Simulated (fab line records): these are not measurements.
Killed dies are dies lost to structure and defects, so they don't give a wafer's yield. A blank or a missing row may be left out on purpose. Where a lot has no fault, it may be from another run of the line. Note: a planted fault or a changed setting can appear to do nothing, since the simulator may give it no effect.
Struck lot and sound lot, side by side	flow n5_finfet	39 out of 1938 route steps
Sound: the wafers L216.1, L216.3, L216.4. Struck: wafer L213.1 (L213.2, L213.3, from the same lot, were not struck and are left out); the cause is given at the end.
Order at every step that has rows: each side's tool, ch and its chambers, its first start. Under that, the readings that differ: sound wafers	struck wafers	difference of the means	sigmas: that difference in standard deviations of wafers without a fault.
alike: readings with means less than 2 such deviations apart, plus words and numbers identical on both sides. not compared: withheld readings, readings lacking a value on some wafer, bounds such as >300 that could conceal the same value, and numbers that have no deviation in the record and whose values overlap.
A row with sigmas, a row that says differs or no value, or rows on one side alone: a step with any of these is where the two part. Non-overlapping numbers with no deviation appear without sigmas and do not part them. Lack of a reading on every wafer of one side parts them only where that side has two or more wafers.

first, 11 steps without rows for these wafers: N5_FIN_SAQP_MANDREL_ETCH_58 (etches a-Si in HBr/Cl2, stops on SiNx, target depth 45 nm, bt time 10 s, time 27 s); N5_FIN_SAQP_RECESS_63 (chemistry HF/NH3, target SiO2, target depth 18 nm, afs cycles 3, sublimation time 60 s); N5_FIN_SAQP_COAT_68 (time 60 s, resist thk 100 nm); N5_FIN_SAQP_ETCH_69 (etches SOC in N2/H2, stops on SiNx, target depth 150 nm); N5_FIN_SAQP_ETCH_67 (etches SiNx in CH3F/O2, target depth 30 nm); N5_FIN_SAQP_STRIP_70 (strips in N2/H2); N5_FIN_SAQP_RECESS_71 (chemistry HF/NH3, target SiO2, target depth 3 nm, afs cycles 1, sublimation time 60 s); N5_FIN_SAQP_SPACER2_ALD_28 (deposits SiO2, target thk 8.1 nm, pulse time 1 s, purge time 2 s); N5_FIN_SAQP_SPACER2_ETCHBACK_29 (etches SiO2 in CHF3/O2, target depth 12.2 nm, time 6.1 s); N5_FIN_SAQP_MANDREL2_REMOVE_60 (chemistry HBr/Cl2/O2, target a-Si, stops on SiNx, bt time 10 s); N5_FIN_SAQP_HM_OPEN_33 (chemistry CH3F/O2, target SiNx, target depth 49.4 nm, time 70.6 s).
N5_FIN_SAQP_ETCH_34: etches SiO2 in C4F6/O2, target depth 45 nm, time 15 s.
  sound on rie_diel-06 ch 0,2,3, day 6 14:44; struck on rie_diel-04 ch 2, day 5 20:42
  alike: drypump_motor_current_A, etch_rf_on_time_s, oes_product_au, rf_vpp_V, showerhead_plenum_p_Torr, throttle_valve_pct
  not compared: rf_hours_counter_h
then, 6 steps without rows for these wafers: N5_FIN_SAQP_STRIP_77 (strips in N2/H2, time 90 s); N5_FIN_SAQP_ETCH_64 (etches SiO2 in CF4, target depth 1.5 nm); N5_FIN_SAQP_FIN_ETCH_36 (etches the open film in HBr/Cl2/O2, target depth 120 nm, time 50.4 s); N5_FIN_SAQP_PRECLEAN_38 (cleans in O3/DIW, time 45 s); N5_FIN_SAQP_PRECLEAN_45 (cleans in dHF, time 10 s); N5_FIN_SAQP_SRD_39 (time 30 s).
N5_FIN_SAQP_INSPECT_40: inspects for defects (brightfield).
  sound: defect_inspect-01 at day 6 15:13; struck: defect_inspect-02 at day 5 21:10
reading	sound	struck	difference	sigmas
raw_defect_count	173 266 311	1019	+769	+11
then, 9 steps without rows for these wafers: N5_FIN_CUT_COAT_18 (time 60 s, resist thk 230 nm); N5_FIN_CUT_COAT_19 (time 60 s, resist thk 20 nm); N5_FIN_CUT_COAT_29 (time 60 s, resist thk 10 nm); N5_FIN_CUT_COAT_02 (resist thk 30 nm); N5_FIN_CUT_EBR_04; N5_FIN_CUT_SOFTBAKE_03 (time 60 s); N5_FIN_CUT_EXPOSE_05 (exposes mask FIN CUT); N5_FIN_CUT_PEB_06 (peb time 60 s); N5_FIN_CUT_DEVELOP_07 (develop time 30 s).
N5_FIN_CUT_INSPECT_10: inspects for defects (brightfield).
  sound: defect_inspect-01 at day 6 15:36; struck: defect_inspect-02 at day 5 21:34
reading	sound	struck	difference	sigmas
raw_defect_count	28 46 58	741	+697	+58
then, 7 steps without rows for these wafers: N5_FIN_CUT_DESCUM_13 (chemistry O2, time 7 s); N5_FIN_CUT_ETCH_30 (etches underlayer in N2/H2, target depth 13 nm, time 10.4 s); N5_FIN_CUT_ETCH_20 (etches SiARC in CF4, target depth 26 nm, time 43.3 s); N5_FIN_CUT_ETCH_21 (etches SOC in N2/H2, target depth 219 nm, overetch 43.8 nm, time 523.5 s); N5_FIN_CUT_STRIP_23 (strips in N2/H2); N5_FIN_CUT_STRIP_31 (strips in N2/H2); N5_FIN_CUT_STRIP_24 (strips in CF4).
N5_FIN_CUT_INSPECT_17: inspects for defects (brightfield).
  sound: defect_inspect-01 at day 6 16:37; struck: defect_inspect-01 at day 5 22:35
reading	sound	struck	difference	sigmas
raw_defect_count	172 265 314	1096	+846	+12
-- record jumps: 6 days separate the struck wafers' starts on either side; left off in module FIN_CUT, taken up again in module BEOL_M4, whose first shown step is the route's number 1111 --
N5_BEOL_M4_RC_MEAS_101:
  sound on prober-02 ch 0, day 12 20:39; struck on prober-01 ch 0, day 11 13:16
reading	sound	struck	difference	sigmas
ION_N (uA/um)	696 656 664	634	-38	-3
VT_N (mV)	247 255 249	260	+10	+2
  alike: DIBL_N, DIBL_P, IOFF_N, IOFF_P, ION_P, SS_N, SS_P, VT_P
-- the record jumps here: 4 days lie between the struck wafers' starts before and after (it left off in module BEOL_M4 and takes up again in module PASSIVATION, whose first step shown is number 1936 of the route) --
N5_PASSIVATION_PROBE_49:
  the record has rows for the struck wafers here (prober-02, day 15 16:56) and none for the sound ones

## WHERE THEY PART
Last at N5_PASSIVATION_PROBE_49 as far as this record goes, first at N5_FIN_SAQP_INSPECT_40.

WHY: what the simulator had put in
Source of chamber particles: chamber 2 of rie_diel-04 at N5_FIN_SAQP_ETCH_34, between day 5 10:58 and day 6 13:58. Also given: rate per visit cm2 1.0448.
